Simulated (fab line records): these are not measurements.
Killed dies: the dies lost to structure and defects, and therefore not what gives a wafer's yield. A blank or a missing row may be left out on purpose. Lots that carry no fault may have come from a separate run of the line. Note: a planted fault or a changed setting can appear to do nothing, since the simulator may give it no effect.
fab line records	flow nand_harc
record lots=6	wafers=18	last_day=24
route steps=1159 shown A_M1@1029
lots that met no fault: taken from a fault-free run of the same line
start_h: hours from the record's first day to the start of the lot's first wafer shown	wait_h: hours elapsed since this lot's preceding step	" identical to the entry in the row above	L1.1+2: a row that stands for several wafers	- value missing, or start not given	* or withheld: withheld	< > ~ a bound
route shown NAME@n: a module of which the file shows steps, and the number in the route of the first	usual: mean and standard deviation over wafers with no fault	same: alike in all rows	chamber/n: place in a boat	sites: per-site readings	_std_site: their standard deviation	_edge_site: the outer-site mean with the inner-site mean subtracted	radius_mm: how far each site lies from the wafer's centre	mask NAME#n: copy n	behind: the most recent tool/chamber to have shaped the wafer	hold: cause of the lot's hold/its duration in hours/its outcome	device: which transistor (n, p or np) failed to switch	end of line: the tests these same wafers got at the end of their route	a step with no rows: only its recipe	killed: the dies lost at the first sort to structure and to defects; this is not the yield of the wafer	map: per-die view of a wafer (x killed, . not killed, _ where there is no die)
set.NAME: the setting that was run; set.NAME@STEP: the one run at that earlier step	model.NAME: the simulator's own value behind a step, which no gauge read
a table for each step, a row for each wafer; lots at some steps of the route
services: from which hour (start_h, from the record's first day; less than 0 if before it) a tool's chamber was out of use, for how many hours, and why
## steps
# step NHARC_A_M1_COAT_34
# recipe temp_c=200	time_s=65
# step NHARC_A_M1_COAT_03
# recipe spin_rpm=1500	resist_thk_nm=90
# step NHARC_A_M1_SOFTBAKE_04
# recipe temp_c=105	time_s=55
# step NHARC_A_M1_EBR_05
# step NHARC_A_M1_EXPOSE_06
# recipe na=1.35	target_cd_nm=120	dose_mj=75.13	mask_id=A_M1
# step NHARC_A_M1_PEB_07
# recipe peb_temp_c=100	peb_time_s=65
# step NHARC_A_M1_DEVELOP_08
# recipe develop_time_s=35	dev_temp_c=23
# step NHARC_A_M1_CD_MEAS_09
# recipe target_cd_nm=120	landing_energy_ev=500
# usual cd_nm=120.1/0.45
lot.wafer	tool	chamber	start_h	wait_h	cd_nm
L321.2	cd_sem-01	0	432.88	-	120.2
L321.4	"	0	"	"	120.0
L321.6	"	0	"	"	120.1
L324.2	cd_sem-02	0	433.18	-	120.1
L324.3	"	0	"	"	120.0
L324.4	"	0	"	"	120.2
L332.1	cd_sem-03	0	516.01	-	120.1
L332.3	"	0	"	"	120.6
L332.5	"	0	"	"	120.5
L336.3	cd_sem-01	0	517.42	-	119.7
L336.5	"	0	"	"	120.0
L336.6	"	0	"	"	119.9
L344.1	cd_sem-03	0	530.25	-	120.8
L344.2	"	0	"	"	120.2
L344.5	"	0	"	"	120.1
L343.1	cd_sem-01	0	537.88	-	120.2
L343.3	"	0	"	"	121.0
L343.4	"	0	"	"	120.2
# step NHARC_A_M1_OVL_MEAS_10
# recipe pitch_nm=240
# usual overlay_x_nm=-0.1/0.95	overlay_y_nm=0.1/0.8
lot.wafer	tool	chamber	start_h	wait_h	overlay_x_nm	overlay_y_nm
L321.2	overlay-01	-	432.97	-	-1.8	-0.4
L321.4	"	-	"	"	-2.1	-0.7
L321.6	"	-	"	"	-1.4	-0.1
L324.2	overlay-01	-	433.27	-	1.0	-0.3
L324.3	"	-	"	"	1.1	0.6
L324.4	"	-	"	"	1.1	-0.1
L332.1	overlay-01	-	516.10	-	-0.7	-0.5
L332.3	"	-	"	"	-0.6	-0.2
L332.5	"	-	"	"	-0.2	-0.8
L336.3	overlay-01	-	517.51	-	-0.5	0.4
L336.5	"	-	"	"	-0.4	0.4
L336.6	"	-	"	"	-0.9	0.5
L344.1	overlay-01	-	530.34	-	-1.1	1.0
L344.2	"	-	"	"	-0.5	0.6
L344.5	"	-	"	"	-0.4	1.2
L343.1	overlay-02	-	537.97	-	0.6	-0.7
L343.3	"	-	"	"	-0.1	-1.0
L343.4	"	-	"	"	0.1	-0.7
# step NHARC_A_M1_INSPECT_11
# usual raw_defect_count=30/12
lot.wafer	tool	chamber	start_h	wait_h	raw_defect_count
L321.2	defect_inspect-02	-	433.00	0.0	19
L321.4	"	-	"	"	14
L321.6	"	-	"	"	13
L324.2	defect_inspect-02	-	433.30	0.0	32
L324.3	"	-	"	"	39
L324.4	"	-	"	"	34
L332.1	defect_inspect-01	-	516.14	0.0	28
L332.3	"	-	"	"	35
L332.5	"	-	"	"	35
L336.3	defect_inspect-02	-	517.55	0.0	17
L336.5	"	-	"	"	10
L336.6	"	-	"	"	14
L344.1	defect_inspect-02	-	530.38	0.0	34
L344.2	"	-	"	"	33
L344.5	"	-	"	"	25
L343.1	defect_inspect-02	-	538.00	0.0	46
L343.3	"	-	"	"	41
L343.4	"	-	"	"	46
# step NHARC_A_M1_DESCUM_14
# recipe time_s=3	o2_flow_sccm=200	ar_flow_sccm=0	bias_power_w=0	chemistry=O2
# usual chamber_pressure_mTorr=60.00/0.05	drypump_motor_current_A=5.43/0.26	oes_product_au=1.001/0.0074	rf_vpp_V=57.8/0.85	showerhead_plenum_p_Torr=1.94/0.073	throttle_valve_pct=11.311/0.0089
# same bias_power_w=0
lot.wafer	tool	chamber	start_h	wait_h	chamber_pressure_mTorr	drypump_motor_current_A	oes_product_au	rf_hours_counter_h	rf_vpp_V	showerhead_plenum_p_Torr	throttle_valve_pct
L321.4	rie_diel-03	2	433.06	0.1	59.93	5.51	0.989	1.5	58.8	2.00	11.303
L321.2	"	1	"	"	59.91	5.55	1.007	1.8	57.9	1.96	11.312
L321.6	"	3	"	"	59.96	4.94	0.980	-	58.0	2.01	11.317
L324.2	rie_diel-03	1	433.36	0.1	59.95	5.53	0.998	1.8	58.1	1.96	11.306
L324.4	"	2	"	"	59.98	5.44	0.997	1.6	59.1	2.00	11.311
L324.3	"	3	"	"	60.10	4.96	0.999	1.6	59.3	2.01	11.301
L332.3	rie_diel-03	0	516.22	0.1	60.06	5.30	1.007	7.6	58.8	1.86	11.316
L332.1	"	1	"	"	59.97	5.54	1.015	7.6	57.6	1.96	11.309
L332.5	"	3	"	"	59.97	4.95	0.997	-	57.3	2.01	11.317
L336.3	rie_diel-10	1	517.62	0.1	60.01	5.54	1.017	3.6	59.3	2.00	11.320
L336.6	"	3	"	"	59.98	5.34	1.013	-	56.0	1.83	11.320
L336.5	"	0	"	"	59.96	5.74	1.005	-	57.8	1.85	11.317
L344.1	rie_diel-10	3	530.44	0.1	59.93	5.36	1.004	4.2	57.5	1.83	11.319
L344.2	"	0	"	"	60.03	5.74	1.011	4.3	57.1	1.85	11.295
L344.5	"	3	"	"	60.05	5.37	1.004	-	57.1	1.83	11.320
L343.1	rie_diel-12	3	538.06	0.1	60.00	4.83	0.991	12.9	57.5	1.97	11.330
L343.4	"	0	"	"	60.06	5.70	0.993	11.9	56.7	2.05	11.318
L343.3	"	2	"	"	59.96	5.75	0.994	13.1	59.2	2.01	11.331
# step NHARC_A_M1_ETCH_35
# recipe target_depth_a=400	overetch_a=120	time_s=43.94	ion_energy_ev=200	n2_flow_sccm=150	h2_flow_sccm=150	ar_flow_sccm=0	rf_w=400	bias_w=150	chemistry=N2/H2
# usual chamber_pressure_mTorr=30.001/0.029	drypump_motor_current_A=5.41/0.26	oes_product_au=0.998/0.0069	rf_vpp_V=431.1/2.3	run_length_s=65.1/0.47	showerhead_plenum_p_Torr=2.06/0.079	throttle_valve_pct=14.171/0.0089
lot.wafer	tool	chamber	start_h	wait_h	chamber_pressure_mTorr	drypump_motor_current_A	oes_product_au	rf_hours_counter_h	rf_vpp_V	run_length_s	showerhead_plenum_p_Torr	throttle_valve_pct
L321.4	rie_diel-03	3	433.16	0.1	29.991	5.00	1.001	2	432.4	65.8	2.15	14.162
L321.2	"	0	"	"	30.018	5.30	1.011	2	429.4	65.8	1.98	14.160
L321.6	"	1	"	"	29.991	5.54	0.998	-	433.2	65.2	2.10	14.178
L324.3	rie_diel-03	0	433.45	0.1	29.989	5.29	1.005	2	430.0	65.7	1.98	14.171
L324.2	"	1	"	"	29.999	5.57	0.991	2	431.5	64.8	2.10	14.163
L324.4	"	2	"	"	30.021	5.47	0.990	2	433.6	64.7	2.13	14.161
L332.3	rie_diel-03	3	516.28	0.1	29.991	4.97	0.985	7	434.4	65.3	2.15	14.187
L332.1	"	2	"	"	30.012	5.46	0.980	7	433.9	65.1	2.13	14.168
L332.5	"	0	"	"	30.005	5.29	1.004	-	428.1	66.0	1.98	14.163
L336.3	rie_diel-10	2	517.70	0.1	30.026	5.55	0.987	4	430.1	65.0	2.00	14.184
L336.5	"	0	"	"	30.035	5.75	0.991	-	428.8	64.9	1.97	14.173
L336.6	"	1	"	"	29.956	5.56	1.004	-	432.0	65.4	2.13	14.172
L344.1	rie_diel-03	3	530.52	0.1	29.990	4.94	0.995	8	433.7	65.1	2.15	14.157
L344.2	"	1	"	"	29.966	5.56	1.004	8	432.2	64.9	2.09	14.173
L344.5	"	1	"	"	30.008	5.58	1.001	-	432.9	64.5	2.09	14.169
L343.4	rie_diel-12	1	538.15	0.1	29.974	5.43	0.999	10	431.0	64.7	2.09	14.168
L343.3	"	2	"	"	30.031	5.80	1.003	13	434.1	65.2	2.15	14.172
L343.1	"	3	"	"	29.988	4.83	1.003	13	432.7	65.3	2.10	14.178
# step NHARC_A_M1_ETCH_15
# recipe target_depth_a=1825	time_s=91.2	c4f8_flow_sccm=withheld	ar_flow_sccm=400	rf_w=600	bias_w=300	chemistry=C4F8/Ar
# usual chamber_pressure_mTorr=24.999/0.022	oes_product_au=0.958/0.025	rf_vpp_V=441.8/2.4	run_length_s=112.3/0.41
lot.wafer	tool	chamber	start_h	wait_h	chamber_pressure_mTorr	oes_product_au	rf_hours_counter_h	rf_vpp_V	run_length_s
L321.4	rie_diel-03	2	433.24	-	25.015	0.954	2	443.9	99.7
L321.2	"	3	"	"	25.039	0.961	2	443.7	99.9
L321.6	"	2	"	"	25.057	0.955	-	442.7	99.7
L324.4	rie_diel-03	1	433.53	-	25.011	0.965	2	442.4	99.4
L324.2	"	2	"	"	24.990	0.953	2	443.5	99.8
L324.3	"	0	"	"	24.968	0.981	2	438.5	100.3
L332.3	rie_diel-03	3	516.37	-	24.964	0.955	7	443.8	112.3
L332.1	"	1	"	"	24.997	0.990	8	441.7	112.1
L332.5	"	3	"	"	25.034	0.953	-	444.2	112.6
L336.3	rie_diel-10	3	517.79	-	24.976	0.951	4	436.7	111.5
L336.6	"	2	"	"	24.987	0.972	-	439.1	112.2
L336.5	"	3	"	"	25.037	0.948	-	435.7	111.8
L344.1	rie_diel-03	3	530.62	-	25.024	0.991	8	443.6	112.2
L344.2	"	0	"	"	25.006	1.011	8	439.2	112.8
L344.5	"	0	"	"	25.002	0.996	-	441.2	112.9
L343.3	rie_diel-12	2	538.24	-	24.996	0.923	13	443.1	112.5
L343.1	"	3	"	"	24.990	0.920	13	442.1	112.2
L343.4	"	0	"	"	24.998	0.923	12	445.8	112.5
# step NHARC_A_M1_CD_MEAS_16
# usual cd_nm=120.0/0.57
lot.wafer	tool	chamber	start_h	wait_h	cd_nm
L321.2	cd_sem-01	-	433.37	-	119.7
L321.4	"	-	"	"	119.8
L321.6	"	-	"	"	119.7
L324.2	cd_sem-01	-	433.67	-	119.4
L324.3	"	-	"	"	119.9
L324.4	"	-	"	"	119.5
L332.1	cd_sem-03	-	516.50	-	120.3
L332.3	"	-	"	"	119.7
L332.5	"	-	"	"	119.8
L336.3	cd_sem-03	-	517.92	-	119.7
L336.5	"	-	"	"	120.1
L336.6	"	-	"	"	118.7
L344.1	cd_sem-01	-	530.77	-	120.1
L344.2	"	-	"	"	120.1
L344.5	"	-	"	"	119.3
L343.1	cd_sem-01	-	538.37	-	120.9
L343.3	"	-	"	"	120.9
L343.4	"	-	"	"	120.3
## services
tool	chamber	start_h	hours	kind
rie_diel-12	-	417.86	0.5	repair
rie_diel-03	0	425.84	-	clean
rie_diel-03	1	425.84	-	clean
rie_diel-03	2	425.84	-	clean
rie_diel-03	3	425.84	-	clean
rie_diel-03	0	450.34	-	clean
rie_diel-03	1	450.34	-	clean
rie_diel-03	2	450.34	-	clean
rie_diel-03	3	450.34	-	clean
rie_diel-03	0	451.58	3.9	repair
rie_diel-03	0	474.84	-	clean
rie_diel-03	1	474.84	-	clean
rie_diel-03	2	474.84	-	clean
rie_diel-03	3	474.84	-	clean
rie_diel-10	1	479.27	7.9	repair
rie_diel-10	-	498.21	0.2	repair
rie_diel-03	0	499.34	-	clean
rie_diel-03	1	499.34	-	clean
rie_diel-03	2	499.34	-	clean
rie_diel-03	3	499.34	-	clean
rie_diel-12	1	506.69	14.3	repair
rie_diel-03	2	519.95	14.1	repair
rie_diel-03	-	527.05	0.4	repair
rie_diel-10	-	530.50	9.0	pm
## key
first_sign step=NHARC_A_M1_ETCH_15	reading=run_length_s	direction=down	sigmas=31	usual=*	struck=*
effect none on later readings
met_at NHARC_A_M1_ETCH_15
struck_wafers L321.2,L321.4,L321.6,L324.2,L324.3,L324.4
sort_left_out L321.2,L321.4,L321.6,L324.2,L324.3,L324.4
fault kind=process_parameter_drift	tool=rie_diel-03	chamber=-	onset_h=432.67	steps=NHARC_A_M1_ETCH_15	channel=time_s	offset=*	shape=step	end_h=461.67	acts_in=*	stated=*
# sort_left_out: the simulated sort isn't trusted on such a fault, so these wafers' sort isn't shown, and their yield isn't known
